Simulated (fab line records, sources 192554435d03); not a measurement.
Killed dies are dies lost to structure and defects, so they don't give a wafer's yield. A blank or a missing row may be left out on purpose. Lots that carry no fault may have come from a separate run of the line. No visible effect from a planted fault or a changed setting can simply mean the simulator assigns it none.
What tool caused it? | flow n5-finfet | Sampling: 9 lots, 27 wafers, 5 of 1938 route steps

## WHAT THE GAUGES SHOWED, per wafer
N5_STI_FIN_REVEAL_INSPECT_13: inspects for defects (darkfield).
lot  | measured    | on                | raw-defect-count
L222 | day 2 14:11 | defect-inspect-01 | 7 14 9
L224 | day 3 04:56 | defect-inspect-02 | 11 14 12
L230 | day 4 14:13 | defect-inspect-01 | 13 8 12
L231 | day 5 03:34 | defect-inspect-01 | 10 16 6
L232 | day 5 04:23 | defect-inspect-01 | 810 794 805
L234 | day 5 13:07 | defect-inspect-01 | 858 852 826
L236 | day 6 05:04 | defect-inspect-01 | 795 858 854
L239 | day 6 20:43 | defect-inspect-02 | 10 11 10
L245 | day 8 07:41 | defect-inspect-01 | 15 17 17

## WHAT TOOL EACH LOT RAN ON (gives the tool, then ch and the chambers of the sampled wafers, and finally the start)
lot  | N5_FIN_CUT_CUT_ETCH_15          | N5_STI_FIN_REVEAL_STRIP_24        | N5_STI_FIN_REVEAL_PRECLEAN_26      | N5_STI_FIN_REVEAL_OXIDATION_31
L222 | rie-si-03 ch 0,1,3, day 2 05:07 | rie-diel-04 ch 0,1,2, day 2 11:11 | wet-bench-05 ch 1,4,7, day 2 11:20 | plasma-asher-02 ch 0,1, day 2 13:33
L224 | rie-si-03 ch 0,1,2, day 2 19:37 | rie-diel-03 ch 1,2,3, day 3 01:55 | wet-bench-06 ch 1,3,6, day 3 02:04 | plasma-asher-02 ch 0,1, day 3 04:19
L230 | rie-si-01 ch 0,3, day 4 05:14   | rie-diel-04 ch 1,2,3, day 4 11:13 | wet-bench-05 ch 0,4,5, day 4 11:22 | plasma-asher-01 ch 1, day 4 13:34
L231 | rie-si-03 ch 1,3, day 4 16:14   | rie-diel-03 ch 0,1,2, day 5 00:28 | wet-bench-05 ch 0,2,7, day 5 00:37 | plasma-asher-02 ch 0,1, day 5 02:55
L232 | rie-si-01 ch 0,2,3, day 4 16:41 | rie-diel-03 ch 1,2,3, day 5 00:55 | wet-bench-05 ch 3,4,5, day 5 01:04 | plasma-asher-01 ch 0,1, day 5 03:43
L234 | rie-si-03 ch 0,1,2, day 5 03:59 | rie-diel-04 ch 0,1,2, day 5 10:02 | wet-bench-05 ch 0,5,6, day 5 10:11 | plasma-asher-02 ch 0,1, day 5 12:26
L236 | rie-si-01 ch 0,1,2, day 5 19:59 | rie-diel-04 ch 1,2,3, day 6 02:02 | wet-bench-05 ch 0,3,6, day 6 02:11 | plasma-asher-01 ch 0,1, day 6 04:25
L239 | rie-si-01 ch 1,2, day 6 10:16   | rie-diel-03 ch 0,2, day 6 17:38   | wet-bench-03 ch 1,2,6, day 6 17:47 | plasma-asher-01 ch 0,1, day 6 20:02
L245 | rie-si-03 ch 2,3, day 7 21:25   | rie-diel-02 ch 0,1,2, day 8 04:28 | wet-bench-06 ch 1,3,5, day 8 04:39 | plasma-asher-01 ch 0,1, day 8 07:01
- N5_FIN_CUT_CUT_ETCH_15: etches Si in HBr/Cl2/O2, target depth 100 nm, bt time 10 s, time 42.4 s.
- N5_STI_FIN_REVEAL_STRIP_24: strips in N2/H2, time 90 s.
- N5_STI_FIN_REVEAL_PRECLEAN_26: cleans in SC1, time 45 s.
- N5_STI_FIN_REVEAL_OXIDATION_31: chemistry O2 PLASMA REMOTE, time 20 s.

## THE ANSWER, worked out from the rows above alone
Rule: what is usual is taken from the lots themselves. The widest of any qualifying gaps counts: lots, ordered by their means at a reading, are off when they make up no more than a third of the lots, leave a main group of 4 or more, and stand apart from it by 3 or more times the standard deviation of that group's means. A main group is skipped when, at the precision printed for the reading in the tables above, its means are all equal. Also off: a lot with no number at a reading for which 4 or more lots have one. Any other lot the step has rows for is counted as sound.
Off at N5_STI_FIN_REVEAL_INSPECT_13 (raw-defect-count): L232, L234, L236. For the main group the mean is 12 and the standard deviation 2.2.
A tool fits if, at a process step before that reading, it ran every lot that is off, and no sound lot after the first of them. Gauges at N5_STI_FIN_REVEAL_INSPECT_13: tried the same way as those tools. One fits: N5_STI_FIN_REVEAL_PRECLEAN_26 on wet-bench-05. Its last sound lot is L231 (day 5 00:37), its first lot that is off L232 (day 5 01:04): a fault that began between those two fits.

## WHAT THE SIMULATOR HAD INSERTED
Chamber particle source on wet-bench-05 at N5_STI_FIN_REVEAL_PRECLEAN_26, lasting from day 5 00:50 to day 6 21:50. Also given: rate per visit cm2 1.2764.
Lots struck among those shown: L232, L234, L236. The same result came from the rule above.
